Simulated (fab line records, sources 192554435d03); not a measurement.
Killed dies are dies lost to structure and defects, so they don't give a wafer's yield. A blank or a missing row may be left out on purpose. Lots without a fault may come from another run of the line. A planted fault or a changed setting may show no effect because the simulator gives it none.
Which tool did it? | flow n5_finfet | 12 lots, 36 wafers sampled, at 3 steps of a route of 1938

WHAT THE GAUGES READ, wafer by wafer
N5_BEOL_M14_CD_MEAS_17: target cd 250 nm.
lot  | measured     | on        | cd_nm (nm)
L076 | day 11 07:45 | cd_sem-02 | 251.4 252.9 252.9
L077 | day 11 22:13 | cd_sem-01 | 249.4 248.0 247.9
L078 | day 12 10:43 | cd_sem-01 | 250.8 251.0 250.7
L081 | day 13 14:42 | cd_sem-03 | 250.8 249.9 249.6
L083 | day 14 02:29 | cd_sem-02 | 250.3 250.0 251.7
L087 | day 15 05:18 | cd_sem-02 | 250.9 249.6 249.2
L085 | day 15 06:30 | cd_sem-03 | 251.3 250.4 251.1
L089 | day 15 08:53 | cd_sem-03 | 248.5 247.4 250.5
L091 | day 16 02:28 | cd_sem-02 | 251.7 252.8 254.1
L094 | day 16 07:34 | cd_sem-01 | 249.5 251.0 249.4
L095 | day 16 17:14 | cd_sem-02 | 251.2 248.1 248.7
L097 | day 18 03:00 | cd_sem-01 | 249.5 250.8 250.9

WHICH TOOL RAN EACH LOT (tool, then ch and the chambers of the sampled wafers, then the start)
lot  | N5_BEOL_M13_ANNEAL_48            | N5_BEOL_M14_DESCUM_15
L076 | rtp_anneal-02 ch 0, day 11 05:58 | rie_diel-01 ch 0,3, day 11 07:19
L077 | rtp_anneal-01 ch 0, day 11 20:00 | rie_diel-06 ch 0,3, day 11 21:47
L078 | rtp_anneal-02 ch 0, day 12 08:52 | rie_diel-06 ch 1,2,3, day 12 10:17
L081 | rtp_anneal-02 ch 0, day 13 12:46 | rie_diel-02 ch 1,2,3, day 13 14:16
L083 | rtp_anneal-02 ch 0, day 14 00:31 | rie_diel-01 ch 1,2,3, day 14 02:02
L087 | rtp_anneal-01 ch 0, day 15 03:27 | rie_diel-01 ch 1,2, day 15 04:52
L085 | rtp_anneal-01 ch 0, day 15 04:40 | rie_diel-01 ch 0,1,2, day 15 06:04
L089 | rtp_anneal-01 ch 0, day 15 07:10 | rie_diel-06 ch 0,1, day 15 08:27
L091 | rtp_anneal-01 ch 0, day 16 00:33 | rie_diel-01 ch 1,2,3, day 16 02:02
L094 | rtp_anneal-01 ch 0, day 16 05:29 | rie_diel-06 ch 0,1,3, day 16 07:08
L095 | rtp_anneal-02 ch 0, day 16 15:26 | rie_diel-01 ch 0,1,3, day 16 16:48
L097 | rtp_anneal-01 ch 0, day 18 01:10 | rie_diel-02 ch 0,2,3, day 18 02:34
- N5_BEOL_M13_ANNEAL_48: time 90 s.
- N5_BEOL_M14_DESCUM_15: chemistry O2, time 7.9 s.

THE ANSWER, worked out from the rows above alone
Rule: what is usual is taken from the lots themselves. Put in order of their means at a reading, lots are off if they are a third of the lots or fewer, leave a main group of 4 or more, and stand apart from it by a gap of 3 or more times the standard deviation of the main group's means; of several such gaps the widest counts. A main group whose means are all the same, to the digits that the tables above print for the reading, isn't used. A lot without any number at a reading at which 4 lots or more have one is off too. The other lots that the step has rows for count as sound.
No lot is off at any reading shown: from this, nothing can be told.

WHAT THE SIMULATOR HAD PUT IN
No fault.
